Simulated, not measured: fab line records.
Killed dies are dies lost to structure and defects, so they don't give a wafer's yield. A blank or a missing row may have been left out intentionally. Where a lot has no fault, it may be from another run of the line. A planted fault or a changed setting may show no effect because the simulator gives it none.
Chamber matching -- flow n5 finfet -- N5_BEOL_M9_DESCUM_33 on rie diel-01: 4 sister chambers
The step chemistry O2, time 7 s. 4 wafers are shown with their chamber, then 10 later ones without.

WAFERS PAIRED WITH THEIR CHAMBERS
wafer,chamber,showerhead plenum p Torr (Torr)
L083.2,2,2.17
L083.3,3,1.99
L085.1,0,2.09
L085.3,1,1.97

WAFERS MISSING THEIR CHAMBER
wafer,showerhead plenum p Torr (Torr)
L085.4,2.17
L084.1,1.96
L084.2,2.08
L084.3,2.17
L087.3,1.99
L087.4,2.08
L087.5,2.17
L094.1,2.08
L094.2,1.96
L094.5,1.99

THE CHAMBER EACH PASSED THROUGH
wafer,from the rows above,in truth
L085.4,2,2
L084.1,1,1
L084.2,0,0
L084.3,2,2
L087.3,3,3
L087.4,0,0
L087.5,2,2
L094.1,0,0
L094.2,1,1
L094.5,3,3
Correct placement for 10 of the 10. Left unplaced by these rows: 0. Placed wrongly: 0.
How it was worked out, from the rows above alone: a wafer's distance from a chamber is the root of the sum, over the readings, of the square of ((its reading less the chamber's mean) divided by the reading's scatter). The wafer belongs to the nearest chamber; if the next one is less than 2 further off, it can't be placed. For every chamber, the mean is computed from those of its wafers that are shown. The scatter: with one shown wafer a chamber, the root of the mean of the squares of how far each hidden wafer lies from its nearest shown one.
